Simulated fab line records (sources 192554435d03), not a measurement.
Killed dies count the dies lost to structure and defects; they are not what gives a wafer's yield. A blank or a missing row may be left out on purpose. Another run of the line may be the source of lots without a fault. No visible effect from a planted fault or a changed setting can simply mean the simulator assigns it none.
Which of the tools did it? -- flow n5-finfet -- Sampling: 9 lots, 27 wafers, 2 of 1938 route steps

## WHAT THE GAUGES SHOWED, per wafer
N5_BEOL_M3_OVL_MEAS_29.
lot,measured,on,V2_OVL (nm)
L665,day 9 02:28,overlay-02,0.4 0.8 1.0
L666,day 9 07:56,overlay-01,0.9 1.4 -0.2
L669,day 10 06:39,overlay-02,-0.3 -0.8 -0.4
L670,day 10 12:11,overlay-02,-0.6 0.3 -0.8
L673,day 11 09:25,overlay-02,0.4 1.2 0.7
L676,day 12 07:03,overlay-02,0.3 -0.5 -0.2
L680,day 12 20:13,overlay-01,0.6 0.5 -0.5
L682,day 13 09:01,overlay-02,0.1 1.3 -0.5
L685,day 14 02:05,overlay-02,0.1 0.8 0.6

## WHICH TOOL RAN EACH LOT (tool, then ch and the chambers of the sampled wafers, then the start)
lot,N5_BEOL_M3_ETCH_74
L665,"rie-diel-05 ch 1,2, day 9 01:26"
L666,"rie-diel-06 ch 0,2,3, day 9 07:10"
L669,"rie-diel-06 ch 1,2,3, day 10 05:46"
L670,"rie-diel-06 ch 0,3, day 10 11:12"
L673,"rie-diel-06 ch 0,1,2, day 11 08:39"
L676,"rie-diel-05 ch 0,2,3, day 12 06:19"
L680,"rie-diel-06 ch 0,1,3, day 12 19:21"
L682,"rie-diel-02 ch 0,1,3, day 13 08:16"
L685,"rie-diel-02 ch 2,3, day 14 01:13"
- N5_BEOL_M3_ETCH_74: etches underlayer in N2/H2, target depth 6.5 nm, time 5.2 s.

## THE ANSWER, worked out from the rows above alone
Rule: usual is defined by the lots themselves. The widest of any qualifying gaps counts: lots, ordered by their means at a reading, are off when they make up no more than a third of the lots, leave a main group of 4 or more, and stand apart from it by 3 or more times the standard deviation of that group's means. The tables above print the reading to a certain number of digits; a main group whose means all agree to those digits is not used. Also off: a lot with no number at a reading for which 4 or more lots have one. All remaining lots with rows at the step are treated as sound.
No lot is off at any reading shown: from this, nothing can be told.

## WHAT THE SIMULATOR HAD PUT IN
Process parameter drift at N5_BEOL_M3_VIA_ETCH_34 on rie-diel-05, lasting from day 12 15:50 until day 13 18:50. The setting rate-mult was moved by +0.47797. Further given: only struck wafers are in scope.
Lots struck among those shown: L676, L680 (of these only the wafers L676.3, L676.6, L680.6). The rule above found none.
